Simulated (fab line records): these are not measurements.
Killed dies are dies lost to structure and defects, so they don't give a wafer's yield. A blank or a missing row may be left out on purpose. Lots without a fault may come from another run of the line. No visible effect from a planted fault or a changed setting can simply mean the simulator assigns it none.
Chamber matching ; flow n5 finfet ; N5_GATE_CUT_ETCH_37 on rie diel-06: 4 sister chambers
The step etches SOC in N2/H2, target depth 60 nm, overetch 12 nm, time 90 s. 8 wafers are shown with their chamber, then 7 later ones without.

## WAFERS PAIRED WITH THEIR CHAMBERS
wafer;chamber;showerhead plenum p Torr (Torr);throttle valve pct (%)
L078.2;3;2.68;17.7
L086.1;3;2.67;17.8
L086.4;0;2.47;17.6
L087.1;1;2.58;17.2
L087.2;2;2.53;18.2
L087.6;1;2.58;17.2
L088.2;0;2.47;17.6
L088.5;2;2.53;18.2

## WAFERS MISSING THEIR CHAMBER
wafer;showerhead plenum p Torr (Torr);throttle valve pct (%)
L088.6;2.58;17.3
L094.4;2.67;17.8
L094.5;2.67;17.8
L094.6;2.47;17.6
L097.4;2.67;17.8
L097.5;2.67;17.8
L097.6;2.52;18.2

## CHAMBER TAKEN BY EACH
wafer;from the rows above;in truth
L088.6;1;1
L094.4;3;3
L094.5;3;3
L094.6;0;0
L097.4;3;3
L097.5;3;3
L097.6;2;2
7 of 7 placed correctly. Number that these rows cannot place: 0. Placed wrongly: 0.
How it was worked out, from the rows above alone: a wafer's distance from a chamber is the root of the sum, over the readings, of the square of ((its reading less the chamber's mean) divided by the reading's scatter). The wafer belongs to the nearest chamber; if the next one is less than 2 further off, it can't be placed. The mean given for a chamber averages the wafers shown for that chamber. The scatter: the root of (the sum of the squares of (reading less its chamber's mean) over the shown wafers, divided by (wafers less chambers)).
